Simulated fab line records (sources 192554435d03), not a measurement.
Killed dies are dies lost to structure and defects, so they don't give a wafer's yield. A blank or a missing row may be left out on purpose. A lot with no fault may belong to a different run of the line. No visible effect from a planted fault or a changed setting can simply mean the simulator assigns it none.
Struck lot and sound lot, side by side -- flow n5 finfet -- 15 out of 1938 route steps
Sound: wafers L320.2, L320.4, L320.5. Struck: wafer L330.6. (L330.1 of the same lot was not struck and is left out.) The cause comes at the end.
Per side, at each step with rows, come the tool, then ch with its chambers, and then its first start. Under that, the readings that differ: sound wafers -- struck wafers -- difference of the means -- sigmas: that difference in standard deviations of wafers without a fault.
alike: readings with means less than 2 such deviations apart, plus words and numbers identical on both sides. not compared: withheld readings, readings lacking a value on some wafer, bounds such as >300 that could conceal the same value, and numbers that have no deviation in the record and whose values overlap.
The two part at a step that has a row with sigmas, a row that says differs or no value, or rows on one side only. When numbers do not overlap yet have no deviation, they are printed without sigmas and do not part them. Lack of a reading on every wafer of one side parts them only where that side has two or more wafers.

N5_BEOL_M10_STRIP_77: strips in N2/H2, time 10 s.
  sound on rie diel-01 ch 0,2,3; struck on rie diel-03 ch 0
reading,sound,struck,difference,sigmas
throttle valve pct (%),23.67 23.71 23.64,23.96,+0.29,+2
  alike: drypump motor current A, oes product au, rf vpp V, showerhead plenum p Torr, temp c
  not compared: rf hours counter h
N5_BEOL_M10_OCD_MEAS_38:
  sound on ocd-02, day 14 01:22; struck on ocd-02, day 16 22:46
  alike: trench depth nm
then, 4 steps without rows for these wafers: N5_BEOL_M10_HM_STRIP_39 (strips TiN in peroxide tin strip, target depth 25 nm, time 158 s); N5_BEOL_M10_SRD_40 (time 30 s); N5_BEOL_M10_PRECLEAN_42 (cleans in residue remover, time 60 s); N5_BEOL_M10_SRD_43 (time 30 s).
N5_BEOL_M10_CD_MEAS_35: the cd target is 70 nm.
  sound on cd sem-02, day 14 01:31; struck on cd sem-02, day 16 22:55
  alike: cd nm
N5_BEOL_M10_CURE_72: cures SiCOH lowk, time 120 s.
  sound on uv cure-01 ch 0, day 14 01:36; struck on uv cure-03 ch 2, day 16 22:57
  alike: lamp power pct, wafer_temp_C_max
N5_BEOL_M10_DEGAS_44: time 60 s.
  sound on pvd sputter-03, day 14 02:01; struck on pvd sputter-03, day 16 23:29
  alike: heater power w
then, 1 step without rows for these wafers: N5_BEOL_M10_PRE_CLEAN_45 (time 30 s).
N5_BEOL_M10_ALD_74: deposits TaN, target thk 2 nm, pulse time 2 s, purge time 3 s.
  sound on ald metal-02 ch 0,3, day 14 02:07; struck on ald metal-02 ch 3, day 16 23:37
  alike: heater power outer w, heater power w
following that, these wafers have no rows for 1 step: N5_BEOL_M10_SURFACE_TREAT_76.
N5_BEOL_M10_CVD_75: deposits Co from CCTBA/H2, target thk 2 nm, time 138.9 s.
  sound on cvd co-01 ch 0,1,2, day 14 02:52; struck on cvd co-02 ch 2, day 17 01:20
reading,sound,struck,difference,sigmas
run length s (s),162.1 161.3 162.8,251.3,+89.2,+99 or more
N5_BEOL_M10_SPUTTER_48: material Cu, target thk 12 nm, time 2 s.
  sound on pvd sputter-02, day 14 03:03; struck on pvd sputter-01, day 17 01:29
  alike: chuck sensor temp C, throttle valve pct
following that, these wafers have no rows for 1 step: N5_PASSIVATION_PROBE_49.

## WHERE THEY PART
First at N5_BEOL_M10_STRIP_77; last, within this record, at N5_BEOL_M10_CVD_75. Later steps at which nothing parts them and some readings are alike: N5_BEOL_M10_SPUTTER_48.

WHY: whatever the simulator had introduced
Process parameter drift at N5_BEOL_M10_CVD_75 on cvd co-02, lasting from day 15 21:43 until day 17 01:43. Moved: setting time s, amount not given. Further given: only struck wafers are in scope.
